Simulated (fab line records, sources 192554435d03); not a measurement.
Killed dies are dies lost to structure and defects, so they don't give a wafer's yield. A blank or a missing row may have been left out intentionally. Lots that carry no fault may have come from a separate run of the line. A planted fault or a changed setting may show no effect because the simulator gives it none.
fab line records	flow n5-finfet
record: lots: 10	wafers: 30	last-day: 17
route steps=1938 shown FIN_SAQP@121 BEOL_M4@1111 PASSIVATION@1936
lots with no fault: from the same line, run without faults
start-h: the number of hours between the record's first day and the start of the first shown wafer of the lot	wait-h: how many hours have passed since the lot's step before this one	" unchanged from the row above	L1.1+2: several wafers, shown together as one row	- value missing, or start not given	* or withheld: withheld	< > ~ a bound
route shown NAME@n: names a module that has steps shown in the file, with the first one's number in the route	usual: mean and standard deviation over wafers with no fault	same: alike in all rows	chamber/n: place in a boat	sites: the reading at each site	_std_site: how widely they spread, as a standard deviation	_edge_site: inner sites' mean taken away from outer sites' mean	radius-mm: how far each site lies from the wafer's centre	mask NAME#n: copy n	behind: the most recent tool/chamber to have shaped the wafer	hold: what put the lot on hold/how long, in hours/how the hold closed	device: names the non-switching transistor (n, p or np)	end of line: the route-end tests of the same wafers	a step given without rows: its recipe and nothing more	killed: count of dies lost to structure and defects at first sort (not the wafer's yield)	map: a wafer's dies, marking killed ones x, the rest . and places with no die _
set.NAME: the run value of the setting; set.NAME@STEP: its run value at that earlier step	model.NAME: the simulator's own value behind a step, which no gauge read
the route's steps for a sample of lots (tables are steps, rows are wafers)
services: when a tool's chamber went out of use (start-h, in hours from the record's first day, below 0 if earlier), for how many hours, and the reason
== steps ==
step: N5_FIN_SAQP_STRIP_55
recipe: chemistry: N2/H2	power-w: 500	temp-c: 40	pressure-mtorr: 50	rf-frequency-hz: 6e+07	overash-fraction: 0.3	bias-power-w: 28	h2-frac: 0.5	n2-flow-sccm: 300	h2-flow-sccm: 300
usual: drypump-motor-current-A: 5.6/0.39	n2-flow-sccm: 300.1/0.94	oes-product-au: 0.79/0.09	power-w: 500.1/1.4	rf-vpp-V: 121.6/1.4	showerhead-plenum-p-Torr: 3.35/0.094	throttle-valve-pct: 18.9/0.42
lot.wafer	tool	chamber	start-h	wait-h	drypump-motor-current-A	n2-flow-sccm	oes-product-au	power-w	rf-hours-counter-h	rf-vpp-V	showerhead-plenum-p-Torr	throttle-valve-pct
L461.4	rie-diel-06	2	36.21	0.2	5.5	300.0	0.78	500.2	132	123.2	3.41	19.5
L461.5	"	1	"	"	6.2	297.9	0.67	502.6	-	122.0	3.31	19.4
L461.6	"	2	"	"	5.5	300.2	0.79	501.7	-	121.1	3.41	19.5
L464.1	rie-diel-04	0	51.95	0.1	6.1	299.5	0.77	497.6	168	122.8	3.50	19.0
L464.4	"	2	"	"	6.0	300.5	0.74	500.3	165	122.8	3.33	18.4
L464.5	"	0	"	"	6.1	300.1	0.77	498.5	-	121.2	3.50	18.9
L467.3	rie-diel-02	0	70.33	0.1	5.9	301.0	0.75	500.1	193	121.8	3.47	18.5
L467.5	"	3	"	"	5.2	301.1	0.92	500.9	-	120.6	3.33	19.3
L467.6	"	2	"	"	4.9	300.1	0.77	499.2	-	125.0	3.51	18.9
L474.1	rie-diel-06	2	113.18	0.1	5.5	302.0	0.77	499.8	162	125.7	3.39	19.5
L474.3	"	1	"	"	6.2	299.4	0.96	501.2	11	122.0	3.30	18.9
L474.5	"	1	"	"	6.2	298.3	0.98	501.5	-	121.4	3.30	19.0
L476.2	rie-diel-02	3	125.89	0.1	5.2	299.9	0.89	500.4	31	120.8	3.32	19.3
L476.4	"	2	"	"	4.8	300.1	0.76	503.5	161	121.5	3.50	18.9
L476.6	"	3	"	"	5.2	301.1	0.88	498.3	-	120.9	3.32	19.2
L477.1	rie-diel-06	0	132.02	0.1	5.7	299.7	0.67	502.3	238	121.4	3.33	19.0
L477.2	"	1	"	"	6.2	300.0	0.96	499.0	18	120.8	3.30	19.0
L477.3	"	3	"	"	5.5	299.1	0.88	501.2	43	120.9	3.28	18.8
L478.2	rie-diel-02	0	136.33	0.1	5.9	299.6	0.72	499.9	216	120.9	3.46	18.5
L478.4	"	2	"	"	4.8	301.8	0.75	498.1	164	124.4	3.50	18.9
L478.5	"	2	"	"	4.8	301.7	0.76	498.9	-	121.7	3.50	18.9
L480.2	rie-diel-02	3	147.64	0.1	5.2	299.0	0.86	501.8	39	122.0	3.31	19.3
L480.5	"	2	"	"	4.8	300.5	0.75	498.6	-	122.8	3.49	18.9
L480.6	"	3	"	"	5.2	300.1	0.87	500.0	-	121.5	3.31	19.3
L481.2	rie-diel-06	1	154.09	0.1	6.2	300.6	0.92	498.6	28	122.5	3.29	19.0
L481.4	"	3	"	"	5.5	300.8	0.88	501.1	-	118.9	3.27	18.8
L481.5	"	1	"	"	6.2	301.0	0.93	499.9	-	122.2	3.29	19.0
L482.3	rie-diel-02	0	161.53	0.1	5.9	300.5	0.73	501.8	225	124.4	3.45	18.6
L482.4	"	3	"	"	5.2	300.2	0.86	500.6	43	122.7	3.31	19.3
L482.5	"	1	"	"	5.6	300.7	0.74	501.7	-	122.8	3.19	18.4
step: N5_FIN_SAQP_RECESS_75
recipe: chemistry: HF/NH3	target: SiO2	target-depth-a: 144	afs-cycles: 3	temp-c: 30	sublimation-temp-c: 180	sublimation-time-s: 60
usual: afs-cycles: 3/0	drypump-motor-current-A: 5.73/0.21	sublimation-temp-c: 179.99/0.16
lot.wafer	tool	chamber	start-h	wait-h	afs-cycles	drypump-motor-current-A	sublimation-temp-c
L461.4	vapor-etch-02	0	36.65	0.1	3	5.46	180.10
L461.5	"	0	"	"	3	5.41	180.00
L461.6	"	1	"	"	3	5.70	180.10
L464.1	vapor-etch-01	0	52.27	0.0	3	6.05	180.09
L464.4	"	0	"	"	3	6.05	180.25
L464.5	"	1	"	"	3	5.74	179.67
L467.3	vapor-etch-01	1	70.79	0.1	3	5.75	180.19
L467.5	"	1	"	"	3	5.77	180.12
L467.6	"	0	"	"	3	6.00	179.78
L474.1	vapor-etch-02	0	113.52	0.0	3	5.43	180.14
L474.3	"	0	"	"	3	5.44	180.09
L474.5	"	1	"	"	3	5.68	180.03
L476.2	vapor-etch-02	0	126.23	0.0	-	-	-
L476.4	"	0	"	"	-	-	-
L476.6	"	1	"	"	-	-	-
L477.1	vapor-etch-01	0	132.34	0.0	-	-	-
L477.2	"	1	"	"	-	-	-
L477.3	"	1	"	"	-	-	-
L478.2	vapor-etch-02	0	136.65	0.0	-	-	-
L478.4	"	1	"	"	-	-	-
L478.5	"	0	"	"	-	-	-
L480.2	vapor-etch-02	0	147.97	0.0	3	5.40	179.75
L480.5	"	1	"	"	3	5.69	180.02
L480.6	"	0	"	"	3	5.42	180.02
L481.2	vapor-etch-01	1	154.44	0.0	3	5.72	180.06
L481.4	"	1	"	"	3	5.74	180.13
L481.5	"	1	"	"	3	5.71	180.02
L482.3	vapor-etch-02	1	161.97	0.1	3	5.69	179.89
L482.4	"	0	"	"	3	5.42	180.08
L482.5	"	1	"	"	3	5.70	180.20
step: N5_FIN_SAQP_CD_MEAS_27
recipe: target-cd-nm: 20	landing-energy-ev: 1000	detector: se-inlens	polarity: line
usual: cd-nm: 20.32/0.26
lot.wafer	tool	chamber	start-h	wait-h	cd-nm
L461.4	cd-sem-01	0	37.95	0.0	20.29
L461.5	"	0	"	"	20.57
L461.6	"	0	"	"	20.49
L464.1	cd-sem-01	0	53.78	0.1	20.74
L464.4	"	0	"	"	20.36
L464.5	"	0	"	"	20.31
L467.3	cd-sem-01	0	72.04	0.1	20.94
L467.5	"	0	"	"	20.15
L467.6	"	0	"	"	20.33
L474.1	cd-sem-01	0	114.82	0.1	20.45
L474.3	"	0	"	"	20.63
L474.5	"	0	"	"	20.20
L476.2	cd-sem-02	0	129.17	0.1	20.11
L476.4	"	0	"	"	20.44
L476.6	"	0	"	"	19.73
L477.1	cd-sem-01	0	133.68	0.1	20.14
L477.2	"	0	"	"	20.33
L477.3	"	0	"	"	20.47
L478.2	cd-sem-03	0	138.42	0.1	20.44
L478.4	"	0	"	"	20.27
L478.5	"	0	"	"	20.26
L480.2	cd-sem-02	0	149.27	0.1	20.23
L480.5	"	0	"	"	20.51
L480.6	"	0	"	"	20.59
L481.2	cd-sem-01	0	155.98	0.1	20.39
L481.4	"	0	"	"	20.30
L481.5	"	0	"	"	20.23
L482.3	cd-sem-01	0	163.16	0.1	20.13
L482.4	"	0	"	"	19.91
L482.5	"	0	"	"	20.10
step: N5_FIN_SAQP_ETCH_67
recipe: chemistry: CH3F/O2	target: SiNx	target-depth-a: 300	mask-material: SOC	pressure-mtorr: 30	source-w: 395	bias-w: 73	Ar_flow_sccm: 150	CH3F_flow_sccm: 30	O2_flow_sccm: 20	ion-energy-ev: 120
usual: bias-w: 72.99/0.22	drypump-motor-current-A: 5.6/0.4	oes-product-au: 0.79/0.082	rf-vpp-V: 294/8.6	showerhead-plenum-p-Torr: 1.99/0.052	throttle-valve-pct: 16.37/0.17
lot.wafer	tool	chamber	start-h	wait-h	bias-w	drypump-motor-current-A	oes-product-au	rf-hours-counter-h	rf-vpp-V	showerhead-plenum-p-Torr	throttle-valve-pct
L461.4	rie-diel-04	3	38.84	0.0	72.68	5.5	0.84	75	293	1.97	16.43
L461.5	"	2	"	"	72.87	6.0	0.72	-	285	1.99	16.30
L461.6	"	3	"	"	72.77	5.5	0.84	-	293	1.97	16.40
L464.1	rie-diel-02	0	55.09	0.0	72.63	5.9	0.75	187	307	2.07	16.23
L464.4	"	2	"	"	72.63	4.8	0.78	138	293	2.06	16.11
L464.5	"	1	"	"	73.22	5.7	0.75	-	290	1.90	16.10
L467.3	rie-diel-02	0	72.81	0.0	72.73	5.9	0.75	194	306	2.07	16.25
L467.5	"	2	"	"	73.19	4.8	0.77	-	293	2.06	16.12
L467.6	"	3	"	"	72.92	5.2	0.93	-	298	1.97	16.36
L474.1	rie-diel-06	0	115.82	0.0	72.74	5.7	0.67	232	276	1.98	16.52
L474.3	"	1	"	"	73.30	6.2	0.97	12	315	1.95	16.41
L474.5	"	1	"	"	73.40	6.1	0.97	-	314	1.95	16.40
L476.2	rie-diel-02	3	129.94	0.0	72.78	5.2	0.89	32	297	1.96	16.42
L476.4	"	1	"	"	73.18	5.7	0.72	183	289	1.89	16.13
L476.6	"	0	"	"	73.19	5.9	0.72	-	306	2.06	16.30
L477.1	rie-diel-04	0	134.51	0.0	73.12	6.1	0.73	197	290	2.07	16.38
L477.2	"	2	"	"	73.23	6.0	0.71	193	285	1.98	16.37
L477.3	"	1	"	"	73.25	5.1	0.77	135	289	1.93	16.68
L478.2	rie-diel-02	3	139.23	0.0	72.96	5.2	0.89	37	297	1.96	16.41
L478.4	"	1	"	"	72.84	5.7	0.73	186	288	1.89	16.15
L478.5	"	3	"	"	72.91	5.2	0.89	-	297	1.96	16.41
L480.2	rie-diel-02	1	150.30	0.0	72.95	5.6	0.73	189	289	1.89	16.16
L480.5	"	3	"	"	72.91	5.2	0.89	-	298	1.96	16.44
L480.6	"	0	"	"	73.15	5.9	0.73	-	307	2.06	16.29
L481.2	rie-diel-02	1	156.76	0.0	72.92	5.6	0.72	192	288	1.89	16.16
L481.4	"	2	"	"	72.89	4.8	0.76	171	293	2.05	16.17
L481.5	"	0	"	"	73.29	5.9	0.72	-	304	2.06	16.30
L482.3	rie-diel-04	0	163.93	0.0	73.00	6.1	0.71	208	289	2.06	16.40
L482.4	"	3	"	"	73.01	5.5	0.78	116	292	1.96	16.50
L482.5	"	3	"	"	72.63	5.5	0.78	-	293	1.96	16.51
step: N5_BEOL_M4_RC_MEAS_101
usual: DIBL_N: 37.3/2.3	DIBL_P: 37.4/2.9	IOFF_N: 0.18/0.045	IOFF_P: 0.25/0.054	ION_N: 679/15	ION_P: 468/9.7	SS_N: 71.8/0.62	SS_P: 73.6/0.76	VT_N: 248/4.1	VT_P: -248/3.6
lot.wafer	tool	chamber	start-h	wait-h	DIBL_N[mV/V]	DIBL_P[mV/V]	IOFF_N[nA/um]	IOFF_P[nA/um]	ION_N[uA/um]	ION_P[uA/um]	SS_N[mV/dec]	SS_P[mV/dec]	VT_N[mV]	VT_P[mV]
L461.4	prober-02	0	189.93	0.5	33.6	32.9	0.12	0.20	655	456	71.0	73.3	252	-247
L461.5	"	0	"	"	32.9	33.4	0.12	0.20	667	469	70.7	72.9	255	-248
L461.6	"	0	"	"	37.0	36.0	0.18	0.24	675	464	71.3	73.5	247	-249
L464.1	prober-02	0	195.36	0.0	39.0	39.4	0.20	0.25	681	464	71.6	74.0	247	-249
L464.4	"	0	"	"	40.6	43.2	0.26	0.31	693	473	72.8	74.9	243	-248
L464.5	"	0	"	"	37.3	38.2	0.17	0.22	698	469	72.0	73.0	248	-251
L467.3	prober-02	0	216.15	0.3	40.4	39.5	0.25	0.31	708	483	72.6	74.4	242	-243
L467.5	"	0	"	"	38.3	36.6	0.18	0.26	667	464	71.1	73.6	246	-245
L467.6	"	0	"	"	38.9	38.0	0.20	0.27	701	481	72.2	73.5	245	-245
L474.1	prober-01	0	262.31	0.0	41.3	41.0	0.29	0.34	697	476	71.5	74.8	239	-244
L474.3	"	0	"	"	36.2	35.4	0.17	0.23	689	479	71.1	73.6	246	-246
L474.5	"	0	"	"	35.9	33.3	0.14	0.19	667	455	71.7	72.6	251	-250
L480.2	prober-02	0	295.89	0.2	40.7	41.8	0.23	0.30	679	467	72.8	73.9	244	-248
L480.5	"	0	"	"	35.8	35.6	0.14	0.20	662	462	71.7	73.1	252	-252
L480.6	"	0	"	"	39.5	41.2	0.22	0.28	677	464	73.2	74.6	246	-249
L481.2	prober-01	0	300.67	0.2	38.2	37.6	0.17	0.22	663	455	72.4	73.6	254	-252
L481.4	"	0	"	"	38.9	41.0	0.22	0.31	688	470	72.6	74.6	244	-246
L481.5	"	0	"	"	34.8	34.9	0.12	0.19	654	460	71.5	73.9	257	-251
L482.3	prober-02	0	301.76	0.3	38.2	36.8	0.19	0.30	680	476	71.5	73.7	246	-242
L482.4	"	0	"	"	37.2	36.0	0.18	0.26	681	468	71.3	73.0	246	-246
L482.5	"	0	"	"	34.7	33.0	0.13	0.21	675	472	71.0	72.6	251	-248
step: N5_PASSIVATION_PROBE_49
usual: defect-limited-yield: 91.3/1.5	killed_at_M0_to_M3: 35/8.7	killed_at_M4_up: 14/5.5	killed-at-contacts: 11/5.6	killed-at-front-end: 39/13	killed-at-other: 3.7/2.2	killed-dies: 103/18	killed-on-rim: 14/4.4	killed-open: 69/14	killed-short: 33/7.8	sort_bin_4_leakage: 0.02/0.15	sort_bin_5_function: 5.1/0.99	sort_bin_6_memory: 3.3/0.67	sort_bin_8_speed: 0.02/0.17	sort-n-pass: 1077/18	sort-yield-pct: 91.2/1.5
same: gross-dies: 1180	killed-at-back-side: 0
lot.wafer	tool	chamber	start-h	wait-h	defect-limited-yield[%]	killed_at_M0_to_M3	killed_at_M4_up	killed-at-contacts	killed-at-front-end	killed-at-other	killed-dies	killed-on-rim	killed-open	killed-short	sort_bin_4_leakage[%]	sort_bin_5_function[%]	sort_bin_6_memory[%]	sort_bin_8_speed[%]	sort-n-pass	sort-yield-pct[%]
L467.3	prober-01	-	312.96	0.1	91.1	28	26	25	21	5	105	13	70	35	0	5.6	3.1	0	1075	91.1
L467.5	prober-01	-	313.06	0.2	90.9	30	22	14	36	5	107	16	76	31	0	5.8	2.8	0	1073	90.9
L476.2	prober-01	-	378.00	0.1	0	27	17	8	1124	4	1180	152	65	22	0	97.0	2.7	0	0	0
L476.4	prober-01	-	378.10	0.2	0	21	9	5	1141	4	1180	152	46	17	0	98.1	1.7	0	0	0
L476.6	prober-01	-	378.20	0.3	0	17	25	10	1126	2	1180	152	55	24	0	97.4	2.5	0	0	0
killed by level:class
L467.3 MOL_CONTACT_COAG:geometric-particle:open=19 GATE_CUT:geometric-particle:short=8 BEOL_M1:geometric-particle:open=8 BEOL_M4:geometric-particle:open=8 MOL_CONTACT_COAG:geometric-particle:short=6 BEOL_M0_SAQP:geometric-particle:open=6 BEOL_M0_SAQP:geometric-particle:short=5 BEOL_M7:geometric-particle:open=5
L467.5 BEOL_M2:geometric-particle:open=12 MOL_CONTACT_COAG:geometric-particle:open=10 DUMMY_GATE:geometric-particle:open=7 BEOL_M1:geometric-particle:open=7 STI_FIN_REVEAL:geometric-particle:open=6 BEOL_M5:geometric-particle:open=6 BEOL_M4:geometric-particle:open=5 FIN_SAQP:geometric-particle:short=4
L476.2 FIN_SAQP:area-recess=1090 FIN_SAQP:geometric-particle:short=11 BEOL_M3:geometric-particle:open=11 BEOL_M4:geometric-particle:open=9 FIN_SAQP:geometric-particle:open=6 MOL_CONTACT_COAG:geometric-particle:open=6 STI_FIN_REVEAL:geometric-particle:open=5 BEOL_M0_SAQP:geometric-particle:open=5
L476.4 FIN_SAQP:area-recess=1117 FIN_SAQP:geometric-particle:short=7 STI_FIN_REVEAL:geometric-particle:open=7 BEOL_M0_SAQP:geometric-particle:open=7 BEOL_M1:geometric-particle:open=6 BEOL_M4:geometric-particle:open=6 MOL_CONTACT_COAG:geometric-particle:open=5 BEOL_M3:geometric-particle:open=5
L476.6 FIN_SAQP:area-recess=1097 BEOL_M4:geometric-particle:open=15 MOL_CONTACT_COAG:geometric-particle:open=9 GATE_CUT:geometric-particle:short=8 STI_FIN_REVEAL:geometric-particle:open=7 BEOL_M3:geometric-particle:open=6 BEOL_M4:geometric-particle:short=4 STARTING-WAFER:geometric-particle:open=4
== services ==
tool	chamber	start-h	hours	kind
rie-diel-06	2	12.79	1.6	repair
rie-diel-02	-	18.38	22.0	repair
rie-diel-04	0	29.17	9.4	repair
rie-diel-06	0	57.42	4.3	repair
rie-diel-02	2	60.12	4.3	repair
rie-diel-06	1	61.97	-	clean
rie-diel-06	1	61.97	-	consumable-replace:focus-ring
rie-diel-06	1	61.97	16.0	scheduled-down
rie-diel-06	1	61.97	16.0	vent-cycle
vapor-etch-02	-	62.41	28.1	pm
rie-diel-04	3	69.58	3.5	repair
rie-diel-02	1	71.49	3.0	repair
vapor-etch-01	-	99.84	0.2	repair
rie-diel-06	2	148.52	29.0	repair
== key ==
first-sign: step: N5_FIN_SAQP_RECESS_75	reading: tool-record	direction: missing
effect: step: N5_PASSIVATION_PROBE_49	reading: sort_bin_5_function	direction: up	sigmas: 94	usual: 5.1	struck: 97.5
more-kills-born-at: N5_FIN_SAQP_RECESS_75@vapor-etch-02: 3304
met-at N5_FIN_SAQP_RECESS_75
struck-lots L476,L477,L478
rows-end L477.1,L477.2,L477.3,L478.2,L478.4,L478.5
later-rows-left-out L476.2,L476.4,L476.6
not-acting-at N5_FIN_SAQP_STRIP_55,N5_FIN_SAQP_CD_MEAS_27,N5_FIN_SAQP_ETCH_67
onset-between 113.52 126.23
fault: kind: skipped-step-whole	tool: vapor-etch-01,vapor-etch-02	chamber: -	onset-h: 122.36	steps: N5_FIN_SAQP_RECESS_75	scope: struck-lots-only
later-rows-left-out: the simulator's readings of these wafers behind a module that went badly wrong aren't trusted and aren't shown, but for the sort
rows-end: these wafers met a further fault down the route, and their rows from its step on are left out
